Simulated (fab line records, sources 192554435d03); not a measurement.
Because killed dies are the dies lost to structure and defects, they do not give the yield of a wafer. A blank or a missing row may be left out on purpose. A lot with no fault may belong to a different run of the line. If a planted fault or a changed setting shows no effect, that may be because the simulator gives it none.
fab line records	flow n5-finfet
record: lots: 4	wafers: 12	last-day: 15
route steps=1938 shown SD_EPI_P@308 SD_ACTIVATION@330 ILD0@335 SDB@347 BEOL_M4@1111 PASSIVATION@1936
lots with no fault: from the same line, run without faults
start-h: hours from the record's opening day to when the first of the lot's shown wafers began	wait-h: hours since the lot's step before	" the same as in the row above	L1.1+2: one row covering several wafers at once	- value missing, or start not given	* or withheld: withheld	< > ~ a bound
route shown NAME@n: NAME is a module with steps in the file, n the number in the route of the first one	usual: mean and standard deviation over wafers with no fault	same: alike in all rows	chamber/n: place in a boat	sites: readings site by site	_std_site: how widely they spread, as a standard deviation	_edge_site: mean of outer sites minus mean of inner sites	radius-mm: for every site, how far away it sits from the centre of the wafer	mask NAME#n: copy n	behind: the tool/chamber that last shaped the wafer	hold: the reason the lot was held/the length of the hold in hours/how it ended	device: names the non-switching transistor (n, p or np)	end of line: the route-end tests of the same wafers	where a step has no rows: the recipe by itself	killed: at the first sort, the dies lost to defects and structure; wafer yield is something else	map: dies across one wafer; x = killed, . = not, _ = none there
set.NAME: the setting the step ran with; set.NAME@STEP: the setting that earlier step ran with	model.NAME: the simulator's own value behind a step, which no gauge read
a table for each step, a row for each wafer; lots at some steps of the route
services: from which hour (start-h, from the record's first day; less than 0 if before it) a tool's chamber was out of use, for how many hours, and why
== steps ==
step: N5_SD_EPI_P_ETCH_37
recipe: chemistry: N2/H2	target: SOC	overetch-a: 1080	mask-material: SiARC	temp-c: 40	ion-energy-ev: 100	source-w: 3000	bias-w: 133	pressure-mtorr: 20	time-s: 486	n2-flow-sccm: 200	h2-flow-sccm: 200	ends: end-point
step: N5_SD_EPI_P_STRIP_38
recipe: chemistry: N2/H2	temp-c: 40	n2-flow-sccm: 200	h2-flow-sccm: 200	rf-frequency-hz: 6e+07
step: N5_SD_EPI_P_ETCHBACK_46
recipe: chemistry: CH3F/O2	mode: anisotropic-etchback	target: SiNx	target-depth-a: 175	stop-on: SiO2	over-etch-frac: 0.3	ion-energy-ev: 120	pressure-mtorr: 30	source-w: 395	bias-w: 73	Ar_flow_sccm: 150	CH3F_flow_sccm: 30	O2_flow_sccm: 20
step: N5_SD_EPI_P_ETCH_47
recipe: chemistry: CH3F/O2	target: SiOCN	target-depth-a: 250	mask-material: SOC	ion-energy-ev: 60	bias-w: 29	pressure-mtorr: 30	source-w: 410	Ar_flow_sccm: 150	CH3F_flow_sccm: 30	O2_flow_sccm: 20
step: N5_SD_EPI_P_ETCH_16
recipe: chemistry: CHF3/O2	target: SiO2	target-depth-a: 50	mask-material: SOC	pressure-mtorr: 30	source-w: 650	bias-w: 170	Ar_flow_sccm: 200	CHF3_flow_sccm: 50	O2_flow_sccm: 5	ion-energy-ev: 200
step: N5_SD_EPI_P_STRIP_50
recipe: chemistry: CHF3/O2	resist: SiARC	rf-frequency-hz: 6e+07
step: N5_SD_EPI_P_SD_RECESS_17
recipe: chemistry: HBr/Cl2/O2	target-depth-a: 391	bt-time-s: 3	pressure-mtorr: 10	icp-w: 800	bias-w: 112	HBr_flow_sccm: 150	Cl2_flow_sccm: 80	O2_flow_sccm: 12
step: N5_SD_EPI_P_WET_ETCH_45
recipe: chemistry: dHF	dilution: withheld	time-s: 10.7	target: SiO2	target-depth-a: 20	temp-c: 25	dry: ipa-marangoni	rinse-time-s: 30	rinse-temp-c: 23
step: N5_SD_EPI_P_STRIP_40
recipe: chemistry: N2/H2	power-w: 1000	temp-c: 250	h2-frac: 0.65	overash-fraction: 0.3	pressure-mtorr: withheld	n2-flow-sccm: 1750	h2-flow-sccm: 3250
step: N5_SD_EPI_P_PRECLEAN_52
recipe: chemistry: O3/DIW	time-s: 60	temp-c: 22	o3-ppm: 10
step: N5_SD_EPI_P_SRD_20
recipe: dry: ipa-marangoni	do-ppb: 5	time-s: 30	temp-c: 23	rinse-liquid: diw
step: N5_SD_EPI_P_PRECLEAN_51
recipe: chemistry: NF3:NH3	afs-cycles: 1	temp-c: 30	time-s: 20	sublimation-temp-c: 180	sublimation-time-s: 60	pressure-torr: 3	rf-power-w: 30
step: N5_SD_EPI_P_VAPOR_ETCH_44
recipe: chemistry: NF3/Ar	target: SiGe30	temp-c: 25	time-s: 3.3	mode: isotropic
lot.wafer	tool	chamber	start-h	wait-h
L584.2+4+6	epi-rpcvd-01	0	80.02	0.1
L586.3+4+5	epi-rpcvd-01	0	93.29	0.1
L590.3+4+6	epi-rpcvd-01	0	121.26	0.1
L596.2+4+5	epi-rpcvd-03	0	154.39	0.1
step: N5_SD_EPI_P_EPI_21
recipe: material: SiGe:B	dopant: B	temp-c: 550	pressure-torr: 20	ambient: H2	time-s: 355
step: N5_SD_EPI_P_HM_STRIP_48
recipe: chemistry: H3PO4	temp-c: 160	material: SiNx	target: SiNx	target-depth-a: 30	overetch-fraction: 0.3
step: N5_SD_EPI_P_SRD_49
recipe: dry: ipa-marangoni	time-s: 30	temp-c: 23	rinse-liquid: diw
step: N5_SD_EPI_P_PRECLEAN_24
recipe: chemistry: O3/DIW	time-s: 45	temp-c: 22	o3-ppm: 10
step: N5_SD_EPI_P_PRECLEAN_32
recipe: chemistry: dHF	time-s: 10	dilution: 500:1	temp-c: 25
step: N5_SD_EPI_P_PRECLEAN_33
recipe: chemistry: SC2	time-s: 45	temp-c: 35	mix: 1:1:50
step: N5_SD_EPI_P_SRD_25
recipe: time-s: 30	temp-c: 23	rinse-liquid: diw	dry: ipa-marangoni
step: N5_SD_ACTIVATION_RTA_00
recipe: temp-c: 975	time-s: 0	ambient: N2	idle-temp-c: 600	ramp-up-c-per-s: 150	ramp-down-c-per-s: 60	cool-to-c: 600
step: N5_SD_ACTIVATION_LSA_01
recipe: temp-c: 1080	time-s: 0.0008	ambient: N2
step: N5_ILD0_LINER_00
recipe: material: SiNx	target-thk-a: 40	temp-c: 400	ald-precursor-family: SiH2I2	ald-co-reactant: N2/H2-plasma	pulse-time-s: 1	purge-time-s: 2	co-reactant-purge-time-s: 2	ald-cycles: 80	pressure-torr: 2
step: N5_ILD0_FCVD_FILL_01
recipe: material: SiO2_flowable	target-thk-a: 2000	temp-c: 100	pressure-torr: 0.8	rf-w: 2000	time-s: 328.3
step: N5_ILD0_CURE_02
recipe: temp-c: 450	time-s: 1800	ambient: steam	idle-temp-c: 400	ramp-up-c-per-min: 5	ramp-down-c-per-min: 3	densification-p-h2o-torr: 640
step: N5_ILD0_CMP_03
recipe: stop-on: SiNx	t-overpolish-s: 1.9	post-cmp-clean: alkaline-brush	down-force-psi: 4.1491	platen-rpm: 51.796	pad-velocity-m-s: 1.0306	target-thk-nm: 197.38
step: N5_ILD0_CMP_07
recipe: stop-on: poly-Si	material: SiO2_flowable	t-overpolish-s: 1.18	post-cmp-clean: alkaline-brush	down-force-psi: 4.1491	platen-rpm: 51.796	pad-velocity-m-s: 1.0306	target-thk-nm: 138.88
step: N5_ILD0_PRECLEAN_10
recipe: chemistry: NF3:NH3	afs-cycles: 5	time-s: 20	temp-c: 30	sublimation-temp-c: 180	sublimation-time-s: 60	pressure-torr: 3	rf-power-w: 30
step: N5_ILD0_ALD_15
recipe: material: SiNx	target-thk-a: 240	temp-c: 400	ald-precursor-family: SiH2I2	ald-co-reactant: N2/H2-plasma	pulse-time-s: 1	ald-cycles: 480	purge-time-s: 2	co-reactant-purge-time-s: 2	pressure-torr: 2
step: N5_ILD0_CMP_12
recipe: stop-on: poly-Si	material: SiNx	t-overpolish-s: 6	post-cmp-clean: alkaline-brush	down-force-psi: 2.5	platen-rpm: 51.8	pad-velocity-m-s: 1.0307	target-thk-nm: 17.67
step: N5_SDB_HM_DEP_00
recipe: material: SiNx	target-thk-a: 400	temp-c: 400	precursor: SiH4/NH3/N2	pressure-torr: 1.5	rf-w: 300	time-s: 35.3
step: N5_SDB_COAT_03
recipe: resist: SOC	temp-c: 250	time-s: 60	spin-rpm: 1500	resist-thk-nm: 100
step: N5_SDB_COAT_04
recipe: resist: SiARC	temp-c: 220	time-s: 60	spin-rpm: 1500	resist-thk-nm: 18
step: N5_BEOL_M4_RC_MEAS_101
usual: DIBL_N: 36.8/2.1	DIBL_P: 37.1/2.2	IOFF_N: 0.18/0.037	IOFF_P: 0.23/0.041	IOFF_P_85C: 3.9/0.58	IOFF_P_LIN: 0.105/0.015	IOFF_P_LONG: 0.000106/9.9e-06	ION_N: 682/13	ION_P: 467/8.6	REXT_P: 101.2/2.6	SS_N: 71.7/0.61	SS_P: 73.5/0.6	VT_N: 248/3.4	VT_P: -249/3.5	VT_P_LVT: -98/3.4
lot.wafer	tool	chamber	start-h	wait-h	DIBL_N[mV/V]	DIBL_P[mV/V]	IOFF_N[nA/um]	IOFF_P[nA/um]	IOFF_P_85C[nA/um]	IOFF_P_LIN[nA/um]	IOFF_P_LONG[nA/um]	ION_N[uA/um]	ION_P[uA/um]	REXT_P[ohm.um]	SS_N[mV/dec]	SS_P[mV/dec]	VT_N[mV]	VT_P[mV]	VT_P_LVT[mV]
L584.2	prober-02	0	188.98	0.2	35.4	36.6	0.17	0.22	3.9	0.102	0.000101	678	466	99.7	72.2	74.3	248	-251	-100
L584.4	"	0	"	"	32.3	32.9	0.13	0.18	3.2	0.088	0.000109	667	457	99.0	71.6	72.6	253	-251	-101
L584.6	"	0	"	"	32.6	32.3	0.13	0.17	3.1	0.083	0.0001	665	453	102.0	71.4	72.5	252	-251	-102
L586.3	prober-01	0	205.91	0.3	38.0	63.2	0.18	2.73	30.9	0.721	0.000135	674	562	80.8	72.8	79.0	248	-209	-56
L586.4	"	0	"	"	39.0	39.5	0.20	0.24	4.0	0.107	0.000104	669	460	104.0	72.3	74.0	251	-254	-98
L586.5	"	0	"	"	37.6	38.6	0.17	0.21	3.6	0.096	9.7e-05	663	454	105.4	71.7	73.1	249	-251	-100
L590.3	prober-02	0	234.19	0.3	36.3	61.4	0.17	2.18	25.9	0.642	0.000128	684	566	78.9	71.8	78.8	247	-211	-59
L590.4	"	0	"	"	36.8	39.4	0.20	0.22	3.8	0.105	9.5e-05	703	478	102.5	71.8	74.2	246	-251	-98
L590.6	"	0	"	"	36.6	38.9	0.18	0.21	3.7	0.099	9.8e-05	701	470	102.3	71.6	73.7	246	-252	-99
L596.2	prober-01	0	263.16	0.2	36.6	37.6	0.16	0.22	3.9	0.104	0.000114	676	461	100.2	71.4	73.8	250	-249	-99
L596.4	"	0	"	"	35.5	36.5	0.15	0.21	3.8	0.105	0.000119	685	474	98.2	71.2	72.7	251	-250	-99
L596.5	"	0	"	"	37.9	38.6	0.19	0.25	4.3	0.115	0.000114	687	471	99.6	71.3	73.8	250	-247	-97
step: N5_PASSIVATION_PROBE_49
usual: defect-limited-yield: 91.0/1.4	killed_at_M0_to_M3: 35/10	killed_at_M4_up: 13/6	killed-at-contacts: 13/6.4	killed-at-front-end: 42/12	killed-at-other: 3.2/2.4	killed-dies: 107/17	killed-open: 69/13	killed-short: 33/7.3	sort_bin_4_leakage: 0.00/0.022	sort_bin_5_function: 5.3/0.92	sort_bin_6_memory: 3.3/0.66	sort-n-pass: 1073/17	sort-yield-pct: 90.9/1.4
same: gross-dies: 1180	killed-at-back-side: 0	sort_bin_8_speed[%]: 0
lot.wafer	tool	chamber	start-h	wait-h	defect-limited-yield[%]	killed_at_M0_to_M3	killed_at_M4_up	killed-at-contacts	killed-at-front-end	killed-at-other	killed-dies	killed-open	killed-short	sort_bin_4_leakage[%]	sort_bin_5_function[%]	sort_bin_6_memory[%]	sort-n-pass	sort-yield-pct[%]
L584.2	prober-02	-	291.58	0.1	90.5	24	12	14	58	4	112	74	26	0	5.7	3.1	1068	90.5
L584.4	prober-02	-	291.68	0.2	92.5	33	18	8	29	1	89	58	30	0	4.2	2.8	1091	92.5
L584.6	prober-02	-	291.78	0.3	92.3	24	7	23	35	2	91	57	29	0	4.9	2.5	1089	92.3
L586.3	prober-01	-	312.51	0.1	89.6	41	13	13	54	2	123	79	39	89.58	5.8	4.2	0	0
L586.4	prober-01	-	312.56	0.2	89.7	32	18	19	50	2	121	79	36	0	6.1	3.7	1059	89.7
L586.5	prober-01	-	312.61	0.2	87.3	32	18	31	64	5	150	92	42	0	7.6	3.9	1030	87.3
L590.3	prober-01	-	337.82	0.1	90.5	22	32	22	33	3	112	71	37	90.51	6.1	3.1	0	0
L590.4	prober-01	-	337.87	0.2	90.3	27	10	24	51	2	114	77	32	0	6.4	3.1	1066	90.3
L590.6	prober-01	-	337.97	0.3	90.5	19	28	18	44	3	112	77	32	0	5.9	3.3	1068	90.5
L596.5	prober-01	-	369.16	0.2	91.2	42	11	22	27	2	104	61	34	0	5.0	3.2	1076	91.2
killed by level:class
L584.2 MOL_CONTACT_COAG:geometric-particle:open=12 STI_FIN_REVEAL:geometric-particle:open=9 BEOL_M0_SAQP:geometric-particle:open=8 FIN_SAQP:geometric-particle:open=7 HKMG_FIN:area-etch=7 GATE_CUT:geometric-particle:short=6 FIN_SAQP:geometric-particle:short=5 ILD0:geometric-particle:open=5
L584.4 BEOL_M3:geometric-particle:open=10 MOL_CONTACT_COAG:geometric-particle:open=7 BEOL_M5:geometric-particle:open=6 STI_FIN_REVEAL:geometric-particle:open=5 BEOL_M0_SAQP:geometric-particle:short=5 FIN_SAQP:geometric-particle:open=4 GATE_CUT:geometric-particle:short=4 STARTING-WAFER:geometric-particle:short=4
L584.6 MOL_CONTACT_COAG:geometric-particle:open=19 BEOL_M2:geometric-particle:open=8 GATE_CUT:geometric-particle:short=7 FIN_SAQP:geometric-particle:short=5 BEOL_M0_SAQP:geometric-particle:open=5 FIN_SAQP:geometric-particle:open=4 STI_FIN_REVEAL:geometric-particle:open=4 MOL_CONTACT_COAG:geometric-particle:short=4
L586.3 FIN_SAQP:geometric-particle:open=20 BEOL_M3:geometric-particle:open=15 MOL_CONTACT_COAG:geometric-particle:open=11 FIN_SAQP:geometric-particle:short=10 GATE_CUT:geometric-particle:open=5 GATE_CUT:geometric-particle:short=5 BEOL_M0_SAQP:geometric-particle:short=5 BEOL_M3:geometric-particle:short=5
L586.4 FIN_SAQP:geometric-particle:open=19 MOL_CONTACT_COAG:geometric-particle:open=14 FIN_SAQP:geometric-particle:short=9 BEOL_M4:geometric-particle:open=9 BEOL_M0_SAQP:geometric-particle:open=8 BEOL_M0_SAQP:geometric-particle:short=8 GATE_CUT:geometric-particle:open=6 MOL_CONTACT_COAG:geometric-particle:short=5
L586.5 MOL_CONTACT_COAG:geometric-particle:open=21 FIN_SAQP:geometric-particle:open=19 FIN_SAQP:geometric-particle:short=14 BEOL_M4:geometric-particle:open=8 MOL_CONTACT_COAG:geometric-particle:short=7 BEOL_M3:geometric-particle:open=7 BEOL_M0_SAQP:geometric-particle:open=6 STARTING-WAFER:geometric-particle:open=6
L590.3 BEOL_M4:geometric-particle:open=18 MOL_CONTACT_COAG:geometric-particle:open=17 BEOL_M0_SAQP:geometric-particle:short=11 ILD0:geometric-particle:open=7 BEOL_M0_SAQP:geometric-particle:open=6 ILD0:geometric-particle:short=5 MOL_CONTACT_COAG:geometric-particle:short=5 BEOL_M6:geometric-particle:open=4
L590.4 MOL_CONTACT_COAG:geometric-particle:open=19 FIN_SAQP:geometric-particle:open=12 DUMMY_GATE:geometric-particle:open=10 ILD0:geometric-particle:open=7 BEOL_M0_SAQP:geometric-particle:open=7 BEOL_M0_SAQP:geometric-particle:short=7 BEOL_M3:geometric-particle:open=6 BEOL_M8:geometric-particle:open=5
L590.6 BEOL_M4:geometric-particle:open=19 MOL_CONTACT_COAG:geometric-particle:open=15 FIN_SAQP:geometric-particle:open=8 FIN_SAQP:geometric-particle:short=8 DUMMY_GATE:geometric-particle:open=6 STI_FIN_REVEAL:geometric-particle:open=6 BEOL_M0_SAQP:geometric-particle:short=6 BEOL_M0_SAQP:geometric-particle:open=4
L596.5 MOL_CONTACT_COAG:geometric-particle:open=13 BEOL_M0_SAQP:geometric-particle:open=13 BEOL_M2:geometric-particle:open=12 BEOL_M0_SAQP:geometric-particle:short=9 MOL_CONTACT_COAG:geometric-particle:short=7 HKMG_FIN:area-etch=6 GATE_CUT:geometric-particle:short=5 FIN_SAQP:geometric-particle:short=3
map L586.5 (x killed, . not)
_________________............________________
______________..........x......._____________
___________.x....x.x.......x.x..x.x__________
__________.x...x.........x.........x_________
________xx..........x.x..x..x.....x..._______
_______.............................x..______
______..............................x..._____
_____............x.....................x.____
____..........................x..x...x..x.___
___...x.......x..............xx...........x__
___...................x........x.xx..x.....__
__.......x........................x...x.x..._
__..........x.x.x.x......x...x.......x..x..._
_.....................x..........x......xxxx.
_....................xx..............x.xx....
_.x................x.x..........x............
_..........x.........x..xxx.....x....x......x
_........x...................xx....x.......xx
_.....x.......x......x..x.x..................
_...x......x........x.....x............x.....
_........................................x...
__..x........x..........x.x...x.....x..x..xx_
__.....x............x....x.....x.x...xx....._
___.x.......x.......x................x.....__
___.....................x..x..x..x....x.x..__
____..x.............xx.x.x..x.x.....x.....___
_____x.x.x....x............xx.x....x..x..____
______....................x.....x.....x._____
_______x....................x....x..x..______
________.........x.....xxx..........x._______
__________.......x.....x............_________
___________x..x....x...............__________
______________.................._____________
_________________...x........________________
map L590.4 (x killed, . not)
_________________..........x.________________
______________...x.........x.xx._____________
___________..x.........x...........__________
__________..x....x.......x.....x..x._________
________......x.xx.........xx........._______
_______.....................x.x..x....x______
______..x........................x......_____
_____.x..............x............x......____
____x...........x.........................___
___x.........x.........x...................__
___................................x.......__
__x........................x....x..........._
__.......x..x..x.........x......x..........._
_...x......x............x...x.x..............
_.x..............x......x......xx............
_....x..................x....................
_.....x.....................................x
_..............x..........x........x..x..xx..
_x.........xx...x...x........................
_.....................x.........xx........x..
_...x........x..x..........x................x
__..................x..x..xxx.....x........._
__......x...........x.......x..............._
___..............xx.....x..........x.......__
___.......x...........x....................__
____x.....................................___
_____........x....x........xx.......x.xx.____
______......x.....x..................x.._____
_______.x............x...x..x..........______
________.......x................x.x..._______
__________............x............._________
___________..x..xx......x..........__________
______________.................._____________
_________________.xx.........________________
== services ==
tool	chamber	start-h	hours	kind
epi-rpcvd-03	-	88.18	2.8	pm
== key ==
first-sign: step: N5_BEOL_M4_RC_MEAS_101	reading: IOFF_P	direction: up	sigmas: 54	usual: 0.23	struck: 2.46
effect: step: N5_BEOL_M4_RC_MEAS_101	reading: IOFF_P_85C	direction: up	sigmas: 42	usual: 3.9	struck: 28.4
effect: step: N5_BEOL_M4_RC_MEAS_101	reading: IOFF_P_LIN	direction: up	sigmas: 38	usual: 0.105	struck: 0.682
effect: step: N5_BEOL_M4_RC_MEAS_101	reading: VT_P_LVT	direction: up	sigmas: 12	usual: -98	struck: -58
effect: step: N5_BEOL_M4_RC_MEAS_101	reading: DIBL_P	direction: up	sigmas: 12	usual: 37.1	struck: 62.3
effect: step: N5_BEOL_M4_RC_MEAS_101	reading: ION_P	direction: up	sigmas: 11	usual: 467	struck: 564
effect: step: N5_BEOL_M4_RC_MEAS_101	reading: VT_P	direction: up	sigmas: 11	usual: -249	struck: -210
effect: step: N5_BEOL_M4_RC_MEAS_101	reading: SS_P	direction: up	sigmas: 8.9	usual: 73.5	struck: 78.9
effect: step: N5_BEOL_M4_RC_MEAS_101	reading: REXT_P	direction: down	sigmas: 8.4	usual: 101.2	struck: 79.9
effect: step: N5_BEOL_M4_RC_MEAS_101	reading: IOFF_P_LONG	direction: up	sigmas: 2.5	usual: 0.000106	struck: 0.000132
effect: step: N5_PASSIVATION_PROBE_49	reading: sort_bin_4_leakage	direction: up	sigmas: 99+	usual: 0.00	struck: 90.04
met-at N5_SD_EPI_P_VAPOR_ETCH_44
struck-wafers L586.3,L590.3
onset-between 80.02 93.29
fault: kind: process-parameter-drift	tool: epi-rpcvd-01	chamber: -	onset-h: 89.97	steps: N5_SD_EPI_P_VAPOR_ETCH_44	channel: time-s	offset: *	shape: step	end-h: 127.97	scope: struck-wafers-only	acts-in: *	stated: *
